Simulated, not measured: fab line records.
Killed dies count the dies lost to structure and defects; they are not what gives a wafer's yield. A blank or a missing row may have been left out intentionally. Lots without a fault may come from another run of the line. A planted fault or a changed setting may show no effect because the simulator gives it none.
Split-lot trial + flow n5Finfet + 21 wafers read from 7 lots, route of 1938 steps

== ON THE SPLIT ==
At N5_BEOL_M15_ILD_DEP_00 (deposits SiO2 from TEOS/O2, target thk 1629.3 nm, time 346.1 s), the setting timeS was moved away from the recipe's 346.1 s on 10 of the 21 wafers read, by -14.4% to +12.5%. For the rest of the wafers, this setting stayed at what the recipe calls for.

Split to reading: the file shows no intervening step.

== THE READING ==
M15_ILD_THK in nanometres, read at N5_BEOL_M15_THK_MEAS_01. Fault-free wafers of this fab line usually give 1628 nm, standard deviation 21 nm.

| wafer  | tool, chamber at the split | timeS as run, s | against the recipe | M15_ILD_THK, nm | against lot-mates on the recipe |
|--------|----------------------------|-----------------|--------------------|-----------------|---------------------------------|
| L077.2 | pecvd-02, 2                | 296.1           | -14.4%             | 1357            | -274                            |
| L077.4 | pecvd-02, 1                | 346.1           | recipe             | 1636            | -                               |
| L077.6 | pecvd-02, 1                | 346.1           | recipe             | 1627            | -                               |
| L079.1 | pecvd-03, 2                | 313.1           | -9.5%              | 1447            | -184                            |
| L079.3 | pecvd-03, 1                | 346.1           | recipe             | 1613            | -                               |
| L079.6 | pecvd-03, 2                | 346.1           | recipe             | 1649            | -                               |
| L081.4 | pecvd-03, 1                | 389.2           | +12.5%             | 1833            | +196                            |
| L081.5 | pecvd-03, 0                | 389.2           | +12.5%             | 1873            | +236                            |
| L081.6 | pecvd-03, 2                | 346.1           | recipe             | 1637            | -                               |
| L083.2 | pecvd-02, 2                | 346.1           | recipe             | 1603            | -                               |
| L083.3 | pecvd-02, 1                | 346.1           | recipe             | 1613            | -                               |
| L083.6 | pecvd-02, 0                | 346.1           | recipe             | 1603            | -                               |
| L088.1 | pecvd-03, 2                | 387.4           | +11.9%             | 1820            | +184                            |
| L088.3 | pecvd-03, 1                | 387.4           | +11.9%             | 1798            | +162                            |
| L088.6 | pecvd-03, 2                | 346.1           | recipe             | 1636            | -                               |
| L086.1 | pecvd-01, 1                | 314.1           | -9.2%              | 1465            | -166                            |
| L086.4 | pecvd-01, 1                | 314.1           | -9.2%              | 1483            | -148                            |
| L086.6 | pecvd-01, 1                | 346.1           | recipe             | 1631            | -                               |
| L092.2 | pecvd-01, 0                | 306.2           | -11.5%             | 1444            | -207                            |
| L092.4 | pecvd-01, 0                | 306.2           | -11.5%             | 1487            | -164                            |
| L092.5 | pecvd-01, 1                | 346.1           | recipe             | 1651            | -                               |

THE FIT
A straight line over all 21 wafers: M15_ILD_THK changes by +16.6 nm for each +1% of timeS; r = +0.99; the points scatter about the line by 22 nm.
The same after taking each lot's own level away (the mean of its wafers on the recipe; 21 wafers): +16.8 nm for each +1%; r = +0.99; scatter 18 nm.
The reading moves by 2.4e+02 nm for the largest change in timeS, on that fit.
Across the lots, their own levels run from 1606.3 to 1651.0 nm, a range of 2.1 times the standard deviation given above.
The two slopes agree, so the slope changes little with the lot-to-lot level.
Check: with one of the wafers moved furthest among these (-14.4%) left out of the fit, the line predicts -240 nm for it against its lot-mates. Against them it came out at -274 nm.

== OTHER SPLITS ON THESE WAFERS ==
Before the reading, these wafers also passed through other splits. Each is held against what the fit with the lots' levels taken away leaves over:
| other split on the same wafers | wafers away from the commonest value | r with M15_ILD_THK (lot level and that fit taken away) |
|--------------------------------|--------------------------------------|--------------------------------------------------------|
| N5_BEOL_M11_COAT_59 spinRpm    | 6                                    | +0.36                                                  |
| N5_BEOL_M11_COAT_22 spinRpm    | 5                                    | -0.05                                                  |
| N5_BEOL_M11_ETCH_66 timeS      | 10                                   | +0.15                                                  |
| N5_BEOL_M12_SPUTTER_44 timeS   | 10                                   | -0.19                                                  |
| N5_BEOL_M13_ILD_DEP_00 timeS   | 5                                    | +0.05                                                  |
| N5_BEOL_M13_EXPOSE_07 doseMj   | 8                                    | +0.02                                                  |
| N5_BEOL_M13_ETCH_59 timeS      | 6                                    | -0.33                                                  |

== THE WHOLE CHAIN: every reading that the file lists as answering this split, in the file's order ==
| step                    | what it does                                                   | reading                                                                            | change (the file's fit)              | r (the file's) |
|-------------------------|----------------------------------------------------------------|------------------------------------------------------------------------------------|--------------------------------------|----------------|
| N5_BEOL_M15_ILD_DEP_00  | deposits SiO2 from TEOS/O2, target thk 1629.3 nm, time 346.1 s | SiO2_of_BEOL_M15_ILD_DEP_00.thkNm (the simulator's own value, which no gauge read) | +17.3 nm for each +1% of the setting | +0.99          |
| N5_BEOL_M15_THK_MEAS_01 |                                                                | M15_ILD_THK                                                                        | +17.3 for each +1% of the setting    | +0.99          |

== THE FILE'S OWN FIT ==
M15_ILD_THK changes by +17.3 nm for each +1% of timeS, r = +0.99.
